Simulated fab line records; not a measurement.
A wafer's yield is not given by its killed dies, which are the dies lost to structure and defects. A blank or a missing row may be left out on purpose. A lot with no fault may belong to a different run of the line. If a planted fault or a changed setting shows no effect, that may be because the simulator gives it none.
Code-filled problem report in 8D (eight disciplines) form :: flow nand harc :: the parts of the form that need people (team, actions taken, sign-off) are left out

1. WHAT WENT WRONG
raw defect count at NHARC_P_GATE_INSPECT_68 reads a mean of 588 on 1 wafer of 1 lot; wafers without a fault read 181 with a standard deviation of 60. Relative to the usual mean, that is a shift of +6.8 standard deviations.
First observed at day 9 16:29: wafer L448.1, on defect inspect-02. The record holds 36 wafers of 12 lots with a number at this step. Rule for "out", or "out of limits": more than 4 standard deviations from the usual mean. All remaining wafers that have a number are taken as sound.

2. WHAT IT IS, AND WHAT IT ISN'T
question: which readings at this step
is: raw defect count
is not: -

question: which lots
is: L448
is not: L440, L444, L446, L449, L454, L455, L456, L458, L459, L460, L461

question: which wafers of those lots
is: L448.1
is not: L448.2, L448.4

question: read on which gauges
is: defect inspect-02
is not: defect inspect-01

question: when
is: from day 9 16:29
is not: up to then (11 sound wafers); but 24 sound wafers of L449, L454, L455, L456, L458, L459, L460, L461 came after

3. THE SUSPECTS, EACH WITH WHAT RULES IT OUT
Counting: any tool at a process step up to the reading remains a suspect provided it ran every lot that is out. Sound lots after the first of them don't rule it out here, since some wafers of a struck lot are sound.
- the gauge at NHARC_P_GATE_INSPECT_68: ruled out. All the wafers that are out were read on defect inspect-02, but those of them that NHARC_END_SORT_01 has rows for are out there too, on other tools.
- rie diel-02 at NHARC_P_GATE_STRIP_108 (strips in O2): kept. It ran the lot that is out, L448 (day 8 22:49); its last sound lot up to then is L446 (day 7 21:49).
- rie diel-02 at NHARC_P_GATE_ETCHBACK_37 (etches the open film in CHF3/O2, target depth 34.5 nm, time 17.2 s): kept. It ran the lot that is out, L448 (day 9 16:29); its last sound lot up to then is L446 (day 8 15:25). NHARC_P_GATE_ETCHBACK_37: start missing for some lots; hours and lot order therefore follow NHARC_P_GATE_INSPECT_68.
- In rie diel-02 at NHARC_P_GATE_STRIP_108, the wafers that are out were processed in chamber 1 and their sound lot-mates in chambers 0, 2.
- Within rie diel-02 at NHARC_P_GATE_ETCHBACK_37, the wafers that are out were processed in chamber 0 and their sound lot-mates in chamber 3.
After counting, rie diel-02 at NHARC_P_GATE_STRIP_108 and rie diel-02 at NHARC_P_GATE_ETCHBACK_37 remain.

4. THE CAUSE (what the simulator had put in)
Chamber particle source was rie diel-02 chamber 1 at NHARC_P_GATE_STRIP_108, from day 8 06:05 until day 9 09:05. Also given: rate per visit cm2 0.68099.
After counting, 2 suspects remain, this tool included.

5. THE CHAIN OF EFFECTS, in route order
One row per reading whose mean, taken over the struck wafers that have a number, lies over 3 standard deviations from the usual. Scope: only readings with a usual standard deviation given in the record; hours: median across lots of the time from each lot's start at the first step in this table that gives one to its start at this step; sigmas: change in usual standard deviations.
hours: 0
step: NHARC_P_GATE_INSPECT_68
reading: raw defect count
usual: 181
on struck wafers: 588
change: +407
sigmas: +6.8

hours: 460
step: NHARC_END_SORT_01
reading: killed at periphery
usual: 3.9
on struck wafers: 35.0
change: +31.1
sigmas: +12

6. WHAT WOULD HAVE CAUGHT IT SOONER
The first out-of-limits reading at a measuring or inspecting step in this record came at day 9 16:29, 34 hours after the fault's start at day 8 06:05.
Tool readings at NHARC_P_GATE_STRIP_108 with a usual standard deviation given in the record: none out on any struck wafer, hence no alarm at a limit of 4 standard deviations on them.
Each of the lots that are out, 1 in all, had begun NHARC_P_GATE_STRIP_108 on rie diel-02 no later than day 9 16:29. Holding the tool at that point would not have protected any of them.
